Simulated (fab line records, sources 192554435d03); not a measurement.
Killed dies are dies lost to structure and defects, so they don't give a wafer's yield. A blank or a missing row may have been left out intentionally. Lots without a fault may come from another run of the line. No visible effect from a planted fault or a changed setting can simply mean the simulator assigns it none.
Which of the tools did it? || flow n5 finfet || Sampling: 9 lots, 27 wafers, 6 of 1938 route steps

== WHAT EACH GAUGE READ, for each wafer ==
N5_BEOL_M4_OVL_MEAS_29.
{"lot": "L646", "measured": "day 7 13:05", "on": "overlay-01", "V3_OVL (nm)": "0.0 -1.5 -1.3"}
{"lot": "L647", "measured": "day 7 16:19", "on": "overlay-02", "V3_OVL (nm)": "0.1 -0.4 0.2"}
{"lot": "L649", "measured": "day 8 08:26", "on": "overlay-02", "V3_OVL (nm)": "-1.4 -1.2 -1.1"}
{"lot": "L650", "measured": "day 8 16:35", "on": "overlay-01", "V3_OVL (nm)": "-1.0 0.0 0.0"}
{"lot": "L655", "measured": "day 10 00:33", "on": "overlay-02", "V3_OVL (nm)": "-0.2 -0.2 0.9"}
{"lot": "L656", "measured": "day 10 01:34", "on": "overlay-02", "V3_OVL (nm)": "-0.8 -0.6 -0.6"}
{"lot": "L665", "measured": "day 12 15:24", "on": "overlay-02", "V3_OVL (nm)": "5.0 3.7 5.3"}
{"lot": "L666", "measured": "day 12 19:16", "on": "overlay-01", "V3_OVL (nm)": "4.8 4.2 4.7"}
{"lot": "L668", "measured": "day 13 01:31", "on": "overlay-02", "V3_OVL (nm)": "0.1 0.7 0.4"}

N5_BEOL_M4_RC_MEAS_101.
{"lot": "L646", "measured": "day 7 19:19", "on": "prober-01", "DIBL_N (mV/V)": "37.7 37.1 34.6", "DIBL_P (mV/V)": "36.6 35.3 33.2", "IOFF_N (nA/um)": "0.20 0.16 0.14", "IOFF_P (nA/um)": "0.28 0.25 0.22", "ION_N (uA/um)": "690 673 667", "ION_P (uA/um)": "478 466 463", "SS_N (mV/dec)": "72.4 71.7 70.9", "SS_P (mV/dec)": "73.8 73.3 72.3", "VT_N (mV)": "248 251 252", "VT_P (mV)": "-245 -246 -245"}
{"lot": "L647", "measured": "day 7 23:09", "on": "prober-02", "DIBL_N (mV/V)": "34.2 35.2 36.5", "DIBL_P (mV/V)": "33.7 34.3 36.2", "IOFF_N (nA/um)": "0.12 0.14 0.16", "IOFF_P (nA/um)": "0.18 0.20 0.23", "ION_N (uA/um)": "651 661 690", "ION_P (uA/um)": "450 456 474", "SS_N (mV/dec)": "70.9 71.7 71.4", "SS_P (mV/dec)": "72.6 73.1 73.9", "VT_N (mV)": "255 253 248", "VT_P (mV)": "-254 -250 -247"}
{"lot": "L649", "measured": "day 8 15:36", "on": "prober-01", "DIBL_N (mV/V)": "39.9 36.9 38.6", "DIBL_P (mV/V)": "42.1 37.2 39.4", "IOFF_N (nA/um)": "0.24 0.15 0.19", "IOFF_P (nA/um)": "0.28 0.19 0.21", "ION_N (uA/um)": "695 686 673", "ION_P (uA/um)": "472 467 454", "SS_N (mV/dec)": "71.9 71.3 71.7", "SS_P (mV/dec)": "73.5 72.6 73.9", "VT_N (mV)": "246 251 249", "VT_P (mV)": "-249 -255 -253"}
{"lot": "L650", "measured": "day 8 21:31", "on": "prober-02", "DIBL_N (mV/V)": "36.7 37.9 40.3", "DIBL_P (mV/V)": "36.6 37.4 40.6", "IOFF_N (nA/um)": "0.16 0.17 0.22", "IOFF_P (nA/um)": "0.24 0.26 0.33", "ION_N (uA/um)": "676 683 685", "ION_P (uA/um)": "470 478 479", "SS_N (mV/dec)": "72.1 71.4 73.2", "SS_P (mV/dec)": "73.6 73.4 75.0", "VT_N (mV)": "251 247 244", "VT_P (mV)": "-246 -243 -242"}
{"lot": "L655", "measured": "day 10 15:47", "on": "prober-01", "DIBL_N (mV/V)": "36.1 38.9 36.3", "DIBL_P (mV/V)": "39.2 41.4 38.1", "IOFF_N (nA/um)": "0.18 0.24 0.17", "IOFF_P (nA/um)": "0.24 0.29 0.22", "ION_N (uA/um)": "684 694 670", "ION_P (uA/um)": "465 478 459", "SS_N (mV/dec)": "72.3 72.1 72.2", "SS_P (mV/dec)": "74.3 75.1 73.6", "VT_N (mV)": "249 244 253", "VT_P (mV)": "-248 -245 -251"}
{"lot": "L656", "measured": "day 10 18:56", "on": "prober-02", "DIBL_N (mV/V)": "38.3 38.7 36.6", "DIBL_P (mV/V)": "38.1 39.1 35.9", "IOFF_N (nA/um)": "0.19 0.21 0.15", "IOFF_P (nA/um)": "0.25 0.25 0.21", "ION_N (uA/um)": "679 701 673", "ION_P (uA/um)": "466 474 462", "SS_N (mV/dec)": "72.0 71.2 71.4", "SS_P (mV/dec)": "74.4 74.9 73.6", "VT_N (mV)": "249 244 250", "VT_P (mV)": "-248 -248 -250"}
{"lot": "L665", "measured": "day 12 23:25", "on": "prober-01", "DIBL_N (mV/V)": "38.9 35.8 42.4", "DIBL_P (mV/V)": "39.5 36.2 43.9", "IOFF_N (nA/um)": "0.22 0.16 0.31", "IOFF_P (nA/um)": "0.26 0.19 0.34", "ION_N (uA/um)": "695 689 697", "ION_P (uA/um)": "470 469 474", "SS_N (mV/dec)": "71.4 71.1 73.4", "SS_P (mV/dec)": "74.0 73.5 75.2", "VT_N (mV)": "245 249 241", "VT_P (mV)": "-247 -251 -245"}
{"lot": "L666", "measured": "day 13 03:20", "on": "prober-01", "DIBL_N (mV/V)": "36.4 36.6 33.9", "DIBL_P (mV/V)": "38.0 38.8 35.6", "IOFF_N (nA/um)": "0.17 0.17 0.13", "IOFF_P (nA/um)": "0.22 0.24 0.19", "ION_N (uA/um)": "691 678 674", "ION_P (uA/um)": "475 468 468", "SS_N (mV/dec)": "71.8 71.1 70.4", "SS_P (mV/dec)": "73.3 73.9 72.5", "VT_N (mV)": "250 249 254", "VT_P (mV)": "-250 -247 -249"}
{"lot": "L668", "measured": "day 13 07:25", "on": "prober-01", "DIBL_N (mV/V)": "36.3 38.2 33.9", "DIBL_P (mV/V)": "36.7 38.6 33.7", "IOFF_N (nA/um)": "0.16 0.20 0.13", "IOFF_P (nA/um)": "0.23 0.26 0.19", "ION_N (uA/um)": "683 699 671", "ION_P (uA/um)": "468 476 461", "SS_N (mV/dec)": "71.2 72.2 71.0", "SS_P (mV/dec)": "73.2 73.8 73.2", "VT_N (mV)": "248 248 252", "VT_P (mV)": "-248 -248 -251"}

== WHICH TOOL RAN EACH LOT (tool, then ch and the chambers of the sampled wafers, then the start) ==
{"lot": "L646", "N5_BEOL_M4_PECVD_72": "pecvd-03 ch 0,1,2, day 7 09:16", "N5_BEOL_M4_STRIP_66": "rie diel-06 ch 0,3, day 7 12:23", "N5_BEOL_M4_HM_OPEN_17": "rie metal-03 ch 0,1, day 7 12:25", "N5_BEOL_M4_EXPOSE_25": "euv scanner-02 ch 0, day 7 12:55"}
{"lot": "L647", "N5_BEOL_M4_PECVD_72": "pecvd-03 ch 0,2, day 7 12:39", "N5_BEOL_M4_STRIP_66": "rie diel-03 ch 0,1,2, day 7 15:44", "N5_BEOL_M4_HM_OPEN_17": "rie metal-02 ch 0,1, day 7 15:48", "N5_BEOL_M4_EXPOSE_25": "euv scanner-02 ch 0, day 7 16:08"}
{"lot": "L649", "N5_BEOL_M4_PECVD_72": "pecvd-02 ch 1,2, day 8 04:31", "N5_BEOL_M4_STRIP_66": "rie diel-06 ch 0,1,3, day 8 07:49", "N5_BEOL_M4_HM_OPEN_17": "rie metal-03 ch 0,1, day 8 07:52", "N5_BEOL_M4_EXPOSE_25": "euv scanner-02 ch 0, day 8 08:15"}
{"lot": "L650", "N5_BEOL_M4_PECVD_72": "pecvd-04 ch 0,2, day 8 14:26", "N5_BEOL_M4_STRIP_66": "rie diel-01 ch 0,2, day 8 15:52", "N5_BEOL_M4_HM_OPEN_17": "rie metal-03 ch 0,1, day 8 15:54", "N5_BEOL_M4_EXPOSE_25": "euv scanner-01 ch 0, day 8 16:24"}
{"lot": "L655", "N5_BEOL_M4_PECVD_72": "pecvd-04 ch 0,1,2, day 9 21:49", "N5_BEOL_M4_STRIP_66": "rie diel-06 ch 1,2, day 9 23:50", "N5_BEOL_M4_HM_OPEN_17": "rie metal-03 ch 0,1, day 9 23:55", "N5_BEOL_M4_EXPOSE_25": "euv scanner-02 ch 0, day 10 00:23"}
{"lot": "L656", "N5_BEOL_M4_PECVD_72": "pecvd-04 ch 0,1,2, day 9 23:38", "N5_BEOL_M4_STRIP_66": "rie diel-06 ch 0,1,2, day 10 00:49", "N5_BEOL_M4_HM_OPEN_17": "rie metal-02 ch 0,1, day 10 00:53", "N5_BEOL_M4_EXPOSE_25": "euv scanner-01 ch 0, day 10 01:24"}
{"lot": "L665", "N5_BEOL_M4_PECVD_72": "pecvd-03 ch 0,1,2, day 12 11:25", "N5_BEOL_M4_STRIP_66": "rie diel-01 ch 0,1,3, day 12 14:49", "N5_BEOL_M4_HM_OPEN_17": "rie metal-02 ch 0,1, day 12 14:52", "N5_BEOL_M4_EXPOSE_25": "euv scanner-02 ch 0, day 12 15:13"}
{"lot": "L666", "N5_BEOL_M4_PECVD_72": "pecvd-02 ch 0,1, day 12 15:16", "N5_BEOL_M4_STRIP_66": "rie diel-01 ch 0,2,3, day 12 18:34", "N5_BEOL_M4_HM_OPEN_17": "rie metal-03 ch 0,1, day 12 18:36", "N5_BEOL_M4_EXPOSE_25": "euv scanner-02 ch 0, day 12 19:05"}
{"lot": "L668", "N5_BEOL_M4_PECVD_72": "pecvd-02 ch 1,2, day 12 23:31", "N5_BEOL_M4_STRIP_66": "rie diel-03 ch 0,1,2, day 13 00:56", "N5_BEOL_M4_HM_OPEN_17": "rie metal-03 ch 0,1, day 13 00:59", "N5_BEOL_M4_EXPOSE_25": "euv scanner-01 ch 0, day 13 01:20"}
- N5_BEOL_M4_PECVD_72: deposits SiO2 from TEOS/O2, target thk 16 nm, time 18 s.
- N5_BEOL_M4_STRIP_66: strips in CF4.
- N5_BEOL_M4_HM_OPEN_17: chemistry Cl2/BCl3, target TiN, target depth 20 nm, overetch 6 nm.
- N5_BEOL_M4_EXPOSE_25: exposes mask V3, defocus 5 nm.

== WHAT THE TOOLS THEMSELVES READ (means of the sampled wafers that have a number; where no wafer has one, the mark that the record gives instead) ==
N5_BEOL_M4_PECVD_72.
{"lot": "L646", "tool": "pecvd-03", "heater power w (W)": 688, "showerhead plenum p Torr (Torr)": 8.79, "throttle valve pct (%)": 22.3}
{"lot": "L647", "tool": "pecvd-03", "heater power w (W)": 612, "showerhead plenum p Torr (Torr)": 8.79, "throttle valve pct (%)": 21.1}
{"lot": "L649", "tool": "pecvd-02", "heater power w (W)": 708, "showerhead plenum p Torr (Torr)": 8.80, "throttle valve pct (%)": 21.0}
{"lot": "L650", "tool": "pecvd-04", "heater power w (W)": 651, "showerhead plenum p Torr (Torr)": 8.79, "throttle valve pct (%)": 22.3}
{"lot": "L655", "tool": "pecvd-04", "heater power w (W)": 636, "showerhead plenum p Torr (Torr)": 8.82, "throttle valve pct (%)": 23.2}
{"lot": "L656", "tool": "pecvd-04", "heater power w (W)": 648, "showerhead plenum p Torr (Torr)": 8.81, "throttle valve pct (%)": 23.3}
{"lot": "L665", "tool": "pecvd-03", "heater power w (W)": 659, "showerhead plenum p Torr (Torr)": 8.79, "throttle valve pct (%)": 22.4}
{"lot": "L666", "tool": "pecvd-02", "heater power w (W)": 740, "showerhead plenum p Torr (Torr)": 8.79, "throttle valve pct (%)": 21.7}
{"lot": "L668", "tool": "pecvd-02", "heater power w (W)": 783, "showerhead plenum p Torr (Torr)": 8.78, "throttle valve pct (%)": 21.2}

N5_BEOL_M4_STRIP_66.
{"lot": "L646", "tool": "rie diel-06", "drypump motor current A (A)": 6.7, "oes product au (a.u.)": 0.88, "rf vpp V (V)": 273.8, "showerhead plenum p Torr (Torr)": 1.90, "throttle valve pct (%)": 13.35}
{"lot": "L647", "tool": "rie diel-03", "drypump motor current A (A)": 5.9, "oes product au (a.u.)": 0.82, "rf vpp V (V)": 270.9, "showerhead plenum p Torr (Torr)": 1.78, "throttle valve pct (%)": 13.57}
{"lot": "L649", "tool": "rie diel-06", "drypump motor current A (A)": 6.3, "oes product au (a.u.)": 0.86, "rf vpp V (V)": 272.3, "showerhead plenum p Torr (Torr)": 1.88, "throttle valve pct (%)": 13.39}
{"lot": "L650", "tool": "rie diel-01", "drypump motor current A (A)": 5.6, "oes product au (a.u.)": 0.83, "rf vpp V (V)": 271.8, "showerhead plenum p Torr (Torr)": 1.83, "throttle valve pct (%)": 13.43}
{"lot": "L655", "tool": "rie diel-06", "drypump motor current A (A)": 5.3, "oes product au (a.u.)": 0.76, "rf vpp V (V)": 271.2, "showerhead plenum p Torr (Torr)": 1.75, "throttle valve pct (%)": 13.70}
{"lot": "L656", "tool": "rie diel-06", "drypump motor current A (A)": 5.7, "oes product au (a.u.)": 0.80, "rf vpp V (V)": 271.8, "showerhead plenum p Torr (Torr)": 1.81, "throttle valve pct (%)": 13.51}
{"lot": "L665", "tool": "rie diel-01", "drypump motor current A (A)": 5.6, "oes product au (a.u.)": 0.79, "rf vpp V (V)": 270.7, "showerhead plenum p Torr (Torr)": 1.78, "throttle valve pct (%)": 13.72}
{"lot": "L666", "tool": "rie diel-01", "drypump motor current A (A)": 5.7, "oes product au (a.u.)": 0.78, "rf vpp V (V)": 270.3, "showerhead plenum p Torr (Torr)": 1.81, "throttle valve pct (%)": 13.64}
{"lot": "L668", "tool": "rie diel-03", "drypump motor current A (A)": 5.9, "oes product au (a.u.)": 0.78, "rf vpp V (V)": 270.8, "showerhead plenum p Torr (Torr)": 1.77, "throttle valve pct (%)": 13.67}

N5_BEOL_M4_HM_OPEN_17.
{"lot": "L646", "tool": "rie metal-03", "drypump motor current A (A)": 6.1, "oes product au (a.u.)": 0.66, "throttle valve pct (%)": 21.87}
{"lot": "L647", "tool": "rie metal-02", "drypump motor current A (A)": 5.6, "oes product au (a.u.)": 0.65, "throttle valve pct (%)": 22.31}
{"lot": "L649", "tool": "rie metal-03", "drypump motor current A (A)": 6.1, "oes product au (a.u.)": 0.66, "throttle valve pct (%)": 21.88}
{"lot": "L650", "tool": "rie metal-03", "drypump motor current A (A)": 6.1, "oes product au (a.u.)": 0.64, "throttle valve pct (%)": 21.90}
{"lot": "L655", "tool": "rie metal-03", "drypump motor current A (A)": 5.6, "oes product au (a.u.)": 0.69, "throttle valve pct (%)": 21.84}
{"lot": "L656", "tool": "rie metal-02", "drypump motor current A (A)": 5.6, "oes product au (a.u.)": 0.64, "throttle valve pct (%)": 22.34}
{"lot": "L665", "tool": "rie metal-02", "drypump motor current A (A)": 5.6, "oes product au (a.u.)": 0.64, "throttle valve pct (%)": 22.32}
{"lot": "L666", "tool": "rie metal-03", "drypump motor current A (A)": 5.6, "oes product au (a.u.)": 0.66, "throttle valve pct (%)": 21.85}
{"lot": "L668", "tool": "rie metal-03", "drypump motor current A (A)": 6.1, "oes product au (a.u.)": 0.64, "throttle valve pct (%)": 21.89}

N5_BEOL_M4_EXPOSE_25.
{"lot": "L646", "tool": "euv scanner-02", "stage msd nm (nm)": 0.83}
{"lot": "L647", "tool": "euv scanner-02", "stage msd nm (nm)": 0.83}
{"lot": "L649", "tool": "euv scanner-02", "stage msd nm (nm)": 0.83}
{"lot": "L650", "tool": "euv scanner-01", "stage msd nm (nm)": 0.73}
{"lot": "L655", "tool": "euv scanner-02", "stage msd nm (nm)": 0.83}
{"lot": "L656", "tool": "euv scanner-01", "stage msd nm (nm)": 0.73}
{"lot": "L665", "tool": "euv scanner-02", "stage msd nm (nm)": 0.83}
{"lot": "L666", "tool": "euv scanner-02", "stage msd nm (nm)": 0.83}
{"lot": "L668", "tool": "euv scanner-01", "stage msd nm (nm)": 0.74}

== THE ANSWER, worked out from the rows above alone ==
Rule: what is usual is taken from the lots themselves. Put in order of their means at a reading, lots are off if they are a third of the lots or fewer, leave a main group of 4 or more, and stand apart from it by a gap of 3 or more times the standard deviation of the main group's means; of several such gaps the widest counts. A main group whose means are all the same, to the digits that the tables above print for the reading, isn't used. A lot without any number at a reading at which 4 lots or more have one is off too. Any other lot the step has rows for is counted as sound. First the gauges in route order, then the tools' own readings, where a lot's mean is used as printed above. The first step at which some lot is off is used, and at that step the reading that is off furthest; a lot without a number counts as furthest.
Off: at N5_BEOL_M4_OVL_MEAS_29 (V3_OVL), L665, L666. The main group has a mean of -0.4 nm with a standard deviation of 0.55.
A tool fits if, at a process step before that reading, it ran every lot that is off, and no sound lot after the first of them. Gauges at N5_BEOL_M4_OVL_MEAS_29: tried the same way as those tools. Undecided on this evidence; 2 tools fit (rie diel-01 at N5_BEOL_M4_STRIP_66, euv scanner-02 at N5_BEOL_M4_EXPOSE_25).

== WHAT THE SIMULATOR PUT IN ==
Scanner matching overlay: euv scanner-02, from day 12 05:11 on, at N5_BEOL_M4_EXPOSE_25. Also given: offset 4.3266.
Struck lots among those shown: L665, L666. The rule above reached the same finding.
